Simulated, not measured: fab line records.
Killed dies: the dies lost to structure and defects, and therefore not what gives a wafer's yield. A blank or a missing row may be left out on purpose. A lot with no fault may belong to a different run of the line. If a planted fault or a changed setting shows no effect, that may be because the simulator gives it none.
Which tool is to blame? + flow n5 finfet + 24 lots, 72 wafers sampled, at 5 steps of a route of 1938

## WHAT THE GAUGES SHOWED, per wafer
N5_BEOL_M7_INSPECT_30: inspects for defects (brightfield). Usual: raw defect count reads 441 (standard deviation 97).
| lot  | measured     | on                | raw defect count | flag |
|------|--------------|-------------------|------------------|------|
| L074 | day 8 15:48  | defect inspect-01 | 370 415 237      |      |
| L076 | day 9 03:47  | defect inspect-01 | 489 485 449      |      |
| L075 | day 9 14:07  | defect inspect-02 | 425 360 416      |      |
| L077 | day 10 00:43 | defect inspect-02 | 390 487 412      |      |
| L078 | day 10 11:16 | defect inspect-01 | 277 277 366      |      |
| L079 | day 10 21:44 | defect inspect-01 | 405 580 510      |      |
| L080 | day 11 01:23 | defect inspect-02 | 563 475 440      |      |
| L083 | day 11 12:38 | defect inspect-02 | 476 520 535      |      |
| L081 | day 11 20:23 | defect inspect-02 | 341 380 300      |      |
| L082 | day 11 23:43 | defect inspect-02 | 369 283 352      |      |
| L084 | day 12 11:46 | defect inspect-01 | 514 324 429      |      |
| L085 | day 12 17:28 | defect inspect-01 | 441 412 397      |      |
| L086 | day 12 23:46 | defect inspect-02 | 370 455 343      |      |
| L089 | day 12 23:56 | defect inspect-01 | 428 350 466      |      |
| L087 | day 13 08:59 | defect inspect-01 | 457 501 334      |      |
| L088 | day 13 10:50 | defect inspect-01 | 588 501 493      |      |
| L090 | day 13 17:55 | defect inspect-02 | 686 442 797      |      |
| L092 | day 13 21:34 | defect inspect-01 | 337 327 346      |      |
| L093 | day 14 01:00 | defect inspect-01 | 423 398 321      |      |
| L091 | day 14 03:53 | defect inspect-01 | 452 350 359      |      |
| L094 | day 14 20:22 | defect inspect-01 | 609 514 712      |      |
| L095 | day 14 20:25 | defect inspect-01 | 411 476 421      |      |
| L097 | day 15 09:15 | defect inspect-02 | 379 400 453      |      |
| L096 | day 15 23:23 | defect inspect-01 | 455 389 416      |      |

N5_BEOL_M7_THK_MEAS_53: measures by xrf. Usual: M7_THK gives 81.7 nm (standard deviation 2.1).
| lot  | measured     | on            | M7_THK (nm)    | flag |
|------|--------------|---------------|----------------|------|
| L074 | day 8 20:25  | film metro-02 | 79.8 78.7 80.8 |      |
| L076 | day 9 07:41  | film metro-01 | 83.6 81.5 80.1 |      |
| L075 | day 9 18:25  | film metro-02 | 86.0 82.3 84.2 |      |
| L077 | day 10 04:06 | film metro-01 | 84.3 82.4 80.7 |      |
| L078 | day 10 14:07 | film metro-01 | 85.0 80.6 85.3 |      |
| L079 | day 11 01:20 | film metro-01 | 83.4 82.2 80.3 |      |
| L080 | day 11 04:46 | film metro-02 | 79.2 81.6 77.8 |      |
| L083 | day 11 15:22 | film metro-01 | 82.3 81.4 85.1 |      |
| L081 | day 12 00:46 | film metro-01 | 80.2 79.9 84.0 |      |
| L082 | day 12 03:58 | film metro-01 | 83.7 78.6 85.3 |      |
| L084 | day 12 14:25 | film metro-02 | 81.8 82.2 78.8 |      |
| L085 | day 12 20:14 | film metro-02 | 79.8 81.7 81.3 |      |
| L086 | day 13 02:52 | film metro-01 | 83.8 81.8 85.0 |      |
| L089 | day 13 04:37 | film metro-01 | 83.7 84.9 85.0 |      |
| L087 | day 13 12:43 | film metro-01 | 82.9 84.2 81.6 |      |
| L088 | day 13 15:17 | film metro-01 | 83.3 83.0 80.8 |      |
| L090 | day 13 20:47 | film metro-01 | 79.6 82.0 83.9 |      |
| L092 | day 14 00:19 | film metro-01 | 82.2 79.7 79.7 |      |
| L093 | day 14 03:28 | film metro-02 | 84.3 80.3 80.1 |      |
| L091 | day 14 07:17 | film metro-01 | 81.9 79.8 78.5 |      |
| L094 | day 15 00:50 | film metro-01 | 82.0 81.8 82.2 |      |
| L095 | day 15 01:07 | film metro-02 | 77.5 79.7 82.1 |      |
| L097 | day 15 12:38 | film metro-02 | 80.7 81.5 80.0 |      |
| L096 | day 16 04:18 | film metro-02 | 80.5 80.0 82.1 |      |

N5_BEOL_M8_CD_MEAS_18: pitch 80 nm, target cd 40 nm. Usual: cd nm reads 40.2 nm (standard deviation 0.42).
| lot  | measured     | on        | cd nm (nm)     | flag |
|------|--------------|-----------|----------------|------|
| L074 | day 9 00:00  | cd sem-03 | 40.3 40.1 40.1 |      |
| L076 | day 9 12:43  | cd sem-02 | 40.3 39.9 40.6 |      |
| L075 | day 9 22:16  | cd sem-03 | 40.7 41.3 40.9 |      |
| L077 | day 10 07:01 | cd sem-03 | 40.0 40.5 40.4 |      |
| L078 | day 10 18:01 | cd sem-03 | 40.1 40.4 40.1 |      |
| L079 | day 11 03:39 | cd sem-02 | 39.9 40.2 40.5 |      |
| L080 | day 11 09:34 | cd sem-02 | 40.2 39.8 39.4 |      |
| L083 | day 11 18:10 | cd sem-02 | 39.9 40.1 40.7 |      |
| L081 | day 12 04:21 | cd sem-01 | 39.9 40.9 40.0 |      |
| L082 | day 12 07:17 | cd sem-02 | 39.8 40.5 39.9 |      |
| L084 | day 12 17:17 | cd sem-01 | 40.1 40.2 40.8 |      |
| L085 | day 12 22:49 | cd sem-02 | 40.4 40.2 40.1 |      |
| L086 | day 13 05:26 | cd sem-03 | 39.9 39.7 39.3 |      |
| L089 | day 13 07:31 | cd sem-01 | 39.7 39.7 39.7 |      |
| L087 | day 13 16:06 | cd sem-02 | 40.3 40.2 40.6 |      |
| L088 | day 13 17:29 | cd sem-02 | 40.2 40.8 40.6 |      |
| L090 | day 13 23:45 | cd sem-02 | 39.9 39.7 40.3 |      |
| L092 | day 14 03:35 | cd sem-01 | 40.9 41.0 41.1 |      |
| L093 | day 14 05:50 | cd sem-01 | 39.9 39.8 40.1 |      |
| L091 | day 14 10:43 | cd sem-02 | 40.5 39.9 40.5 |      |
| L094 | day 15 03:05 | cd sem-03 | 40.3 40.2 40.5 |      |
| L095 | day 15 04:24 | cd sem-03 | 40.0 39.8 39.8 |      |
| L097 | day 15 15:13 | cd sem-01 | 40.8 40.7 40.4 |      |
| L096 | day 16 06:52 | cd sem-01 | 40.7 40.4 39.8 |      |

N5_BEOL_M8_OVL_MEAS_29. Usual: V7_OVL gives 0.0 nm (standard deviation 0.5).
| lot  | measured     | on         | V7_OVL (nm)    | flag |
|------|--------------|------------|----------------|------|
| L074 | day 9 03:37  | overlay-01 | 0.9 0.2 0.5    |      |
| L076 | day 9 14:06  | overlay-02 | 1.7 0.6 0.9    |      |
| L075 | day 9 22:40  | overlay-01 | -0.4 -0.5 -0.3 |      |
| L077 | day 10 08:43 | overlay-02 | -0.1 -0.4 0.5  |      |
| L078 | day 10 21:33 | overlay-02 | 0.5 0.2 0.6    |      |
| L079 | day 11 07:08 | overlay-02 | -0.9 -0.6 0.3  |      |
| L080 | day 11 12:32 | overlay-01 | 0.1 0.4 0.4    |      |
| L083 | day 11 20:20 | overlay-02 | -0.7 -0.9 -0.3 |      |
| L081 | day 12 07:10 | overlay-01 | 0.4 0.1 -0.2   |      |
| L082 | day 12 08:08 | overlay-02 | 0.6 -0.4 0.0   |      |
| L084 | day 12 17:45 | overlay-02 | -0.5 0.4 -0.5  |      |
| L085 | day 12 23:49 | overlay-01 | 0.0 -0.1 -0.8  |      |
| L086 | day 13 09:09 | overlay-02 | 1.0 0.3 0.1    |      |
| L089 | day 13 08:58 | overlay-02 | 0.7 -0.3 0.1   |      |
| L087 | day 13 17:37 | overlay-02 | -0.8 -0.8 0.0  |      |
| L088 | day 13 17:50 | overlay-01 | 1.0 -0.6 -0.1  |      |
| L090 | day 14 00:53 | overlay-01 | 0.1 -0.3 0.3   |      |
| L092 | day 14 04:03 | overlay-01 | 0.6 -0.3 0.3   |      |
| L093 | day 14 06:22 | overlay-01 | 0.5 -0.4 0.1   |      |
| L091 | day 14 11:04 | overlay-02 | -1.2 -0.4 -0.5 |      |
| L094 | day 15 04:41 | overlay-01 | 0.0 0.1 -0.2   |      |
| L095 | day 15 04:52 | overlay-01 | 0.6 0.7 0.3    |      |
| L097 | day 15 15:34 | overlay-01 | 0.9 -0.8 0.0   |      |
| L096 | day 16 10:04 | overlay-01 | 0.1 -0.2 0.1   |      |

## WHICH TOOL RAN EACH LOT (tool, then ch and the chambers of the sampled wafers, then the start)
| lot  | N5_BEOL_M7_DESCUM_33               |
|------|------------------------------------|
| L074 | rie diel-06 ch 0,1, day 8 15:50    |
| L076 | rie diel-03 ch 0,1,3, day 9 03:49  |
| L075 | rie diel-06 ch 0,1,3, day 9 14:10  |
| L077 | rie diel-03 ch 0,2,3, day 10 00:44 |
| L078 | rie diel-06 ch 0,2,3, day 10 11:19 |
| L079 | rie diel-03 ch 0,2,3, day 10 21:46 |
| L080 | rie diel-03 ch 2,3, day 11 01:25   |
| L083 | rie diel-05 ch 0,2,3, day 11 12:44 |
| L081 | rie diel-05 ch 1,2, day 11 20:25   |
| L082 | rie diel-05 ch 0,1,2, day 11 23:47 |
| L084 | rie diel-03 ch 1,2,3, day 12 11:48 |
| L085 | rie diel-05 ch 1,2,3, day 12 17:30 |
| L086 | rie diel-05 ch 1,2,3, day 12 23:48 |
| L089 | rie diel-06 ch 1,2, day 13 00:12   |
| L087 | rie diel-06 ch 0,2, day 13 09:01   |
| L088 | rie diel-06 ch 1,2,3, day 13 10:52 |
| L090 | rie diel-06 ch 0,2,3, day 13 17:57 |
| L092 | rie diel-05 ch 0,2,3, day 13 21:36 |
| L093 | rie diel-06 ch 0,3, day 14 01:02   |
| L091 | rie diel-03 ch 1,2,3, day 14 03:59 |
| L094 | rie diel-03 ch 0,1,3, day 14 20:38 |
| L095 | rie diel-06 ch 0,1,3, day 14 20:56 |
| L097 | rie diel-05 ch 0,1,2, day 15 09:17 |
| L096 | rie diel-06 ch 0,2,3, day 15 23:33 |
- N5_BEOL_M7_DESCUM_33: chemistry O2, time 7 s.

## AS READ BY THE TOOLS THEMSELVES (means over the sampled wafers that have a number; for cases with no such wafer, the mark the record gives instead)
N5_BEOL_M7_DESCUM_33. Usual: drypump motor current A 5.5 A, standard deviation 0.36; oes product au 0.80 a.u., standard deviation 0.085; rf vpp V 243.1 V, standard deviation 1.2; showerhead plenum p Torr 2.10 Torr, standard deviation 0.057; throttle valve pct 20.42 %, standard deviation 0.22.
| lot  | tool        | drypump motor current A (A) | oes product au (a.u.) | rf vpp V (V) | showerhead plenum p Torr (Torr) | throttle valve pct (%) | flag |
|------|-------------|-----------------------------|-----------------------|--------------|---------------------------------|------------------------|------|
| L074 | rie diel-06 | 5.6                         | 0.89                  | 244.7        | 2.18                            | 20.36                  |      |
| L076 | rie diel-03 | 5.6                         | 0.83                  | 242.7        | 2.08                            | 20.34                  |      |
| L075 | rie diel-06 | 5.4                         | 0.89                  | 243.2        | 2.12                            | 20.42                  |      |
| L077 | rie diel-03 | 5.8                         | 0.78                  | 243.4        | 2.10                            | 20.32                  |      |
| L078 | rie diel-06 | 5.5                         | 0.82                  | 242.3        | 2.08                            | 20.53                  |      |
| L079 | rie diel-03 | 5.8                         | 0.78                  | 243.5        | 2.09                            | 20.33                  |      |
| L080 | rie diel-03 | 5.6                         | 0.71                  | 243.8        | 2.13                            | 20.33                  |      |
| L083 | rie diel-05 | 5.4                         | 0.74                  | 243.3        | 2.08                            | 20.54                  |      |
| L081 | rie diel-05 | 5.5                         | 0.81                  | 243.1        | 2.07                            | 20.56                  |      |
| L082 | rie diel-05 | 5.2                         | 0.77                  | 242.6        | 2.06                            | 20.55                  |      |
| L084 | rie diel-03 | 5.4                         | 0.74                  | 242.7        | 2.11                            | 20.37                  |      |
| L085 | rie diel-05 | 5.4                         | 0.79                  | 242.0        | 2.07                            | 20.39                  |      |
| L086 | rie diel-05 | 5.4                         | 0.79                  | 243.2        | 2.07                            | 20.40                  |      |
| L089 | rie diel-06 | 5.8                         | 0.81                  | 243.5        | 2.14                            | 20.46                  |      |
| L087 | rie diel-06 | 5.5                         | 0.72                  | 243.2        | 2.07                            | 20.67                  |      |
| L088 | rie diel-06 | 5.6                         | 0.85                  | 243.7        | 2.12                            | 20.41                  |      |
| L090 | rie diel-06 | 5.5                         | 0.79                  | 242.8        | 2.07                            | 20.56                  |      |
| L092 | rie diel-05 | 5.4                         | 0.73                  | 242.8        | 2.08                            | 20.57                  |      |
| L093 | rie diel-06 | 5.3                         | 0.77                  | 242.3        | 2.06                            | 20.62                  |      |
| L091 | rie diel-03 | 5.4                         | 0.73                  | 243.6        | 2.11                            | 20.37                  |      |
| L094 | rie diel-03 | 5.6                         | 0.77                  | 242.9        | 2.07                            | 20.39                  |      |
| L095 | rie diel-06 | 5.4                         | 0.82                  | 244.4        | 2.11                            | 20.48                  |      |
| L097 | rie diel-05 | 5.2                         | 0.85                  | 242.5        | 2.05                            | 20.46                  |      |
| L096 | rie diel-06 | 5.4                         | 0.87                  | 242.7        | 2.06                            | 20.45                  |      |

## THE ANSWER, worked out from the rows above alone
Rule: take the mean of a lot's wafers that have a number; if it is more than 3 standard deviations from the usual mean, the lot is off. A lot without any number at a reading at which 4 lots or more have one is off too. The other lots that the step has rows for count as sound. The gauges are gone through in route order, then the tools' own readings, and for those a lot's mean is taken as printed above. The first step at which some lot is off is used, and at that step the reading that is off furthest; a lot without a number counts as furthest.
No lot is off at any reading shown: from this, nothing can be told.

## WHAT THE SIMULATOR HAD PUT IN
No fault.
